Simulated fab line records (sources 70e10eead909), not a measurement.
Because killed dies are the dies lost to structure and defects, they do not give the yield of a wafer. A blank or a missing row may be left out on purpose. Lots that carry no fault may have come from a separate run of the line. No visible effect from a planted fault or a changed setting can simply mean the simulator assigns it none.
The tool behind it: which one? | flow nand harc | 6 lots, 18 wafers sampled, at 4 steps of a route of 1159

== WHAT THE GAUGES READ, wafer by wafer ==
NHARC_A_M0_CD_MEAS_09: target cd 80 nm.
lot  | measured     | on        | cd nm (nm)
L835 | day 17 16:20 | cd sem-02 | 79.9 80.1 79.7
L836 | day 17 22:01 | cd sem-02 | 80.1 79.8 79.0
L839 | day 19 01:07 | cd sem-03 | 79.7 80.2 80.0
L847 | day 21 15:17 | cd sem-01 | 82.1 82.0 81.6
L849 | day 22 06:36 | cd sem-02 | 80.4 79.8 79.9
L853 | day 22 19:33 | cd sem-01 | 80.1 80.6 80.5

== TOOL THAT RAN EACH LOT (tool first, then ch and the chambers of the sampled wafers, then the start) ==
lot  | NHARC_A_BLC_DEGAS_30         | NHARC_A_BLC_CVD_24                       | NHARC_A_M0_EXPOSE_06
L835 | pvd sputter-03, day 17 13:57 | cvd w-02 ch 0,1, day 17 16:13 or earlier | arfi scanner-02 ch 0, day 17 16:13
L836 | pvd sputter-02, day 17 19:49 | cvd w-01 ch 0,1, day 17 21:52 or earlier | arfi scanner-02 ch 0, day 17 21:52
L839 | pvd sputter-02, day 18 22:10 | cvd w-02 ch 0,1, day 19 00:58 or earlier | arfi scanner-03 ch 0, day 19 00:58
L847 | pvd sputter-02, day 20 20:52 | cvd w-01 ch 0,1, day 21 15:08 or earlier | arfi scanner-02 ch 0, day 21 15:08
L849 | pvd sputter-02, day 21 19:37 | cvd w-02 ch 0,1, day 22 06:28 or earlier | arfi scanner-03 ch 0, day 22 06:28
L853 | pvd sputter-03, day 22 14:44 | cvd w-01 ch 0,1, day 22 19:25 or earlier | arfi scanner-01 ch 0, day 22 19:25
- NHARC_A_BLC_DEGAS_30: time 60 s.
- NHARC_A_BLC_CVD_24: deposits W, target thk 150 nm, time 434 s.
- NHARC_A_M0_EXPOSE_06: exposes mask A M0, target cd 80 nm.

== THE ANSWER, worked out from the rows above alone ==
Rule: usual is defined by the lots themselves. Put in order of their means at a reading, lots are off if they are a third of the lots or fewer, leave a main group of 4 or more, and stand apart from it by a gap of 3 or more times the standard deviation of the main group's means; of several such gaps the widest counts. A main group whose means are all the same, to the digits that the tables above print for the reading, isn't used. Also off: a lot with no number at a reading for which 4 or more lots have one. Where the step has rows for the other lots, those lots are counted as sound.
Off: L847 (NHARC_A_M0_CD_MEAS_09, cd nm). Main group: mean 80.0 nm, sd 0.25.
A tool fits if, at a process step before that reading, it ran every lot that is off, and no sound lot after the first of them. Those tools and the gauges at NHARC_A_M0_CD_MEAS_09 are tried in the same way. NHARC_A_BLC_CVD_24 gives no start for some lots, so the hours and the order of its lots are those of NHARC_A_M0_EXPOSE_06. One candidate fits, namely arfi scanner-02 at NHARC_A_M0_EXPOSE_06. A fault onset in the window from L836 (day 17 21:52, its last sound lot) to L847 (day 21 15:08, its first lot off) fits.

== WHAT THE SIMULATOR HAD PUT IN ==
Drift in process parameters on arfi scanner-02 at NHARC_A_M0_EXPOSE_06, starting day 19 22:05. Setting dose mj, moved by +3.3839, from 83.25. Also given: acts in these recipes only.
Lots struck among those shown: L847. Same finding as the rule above.
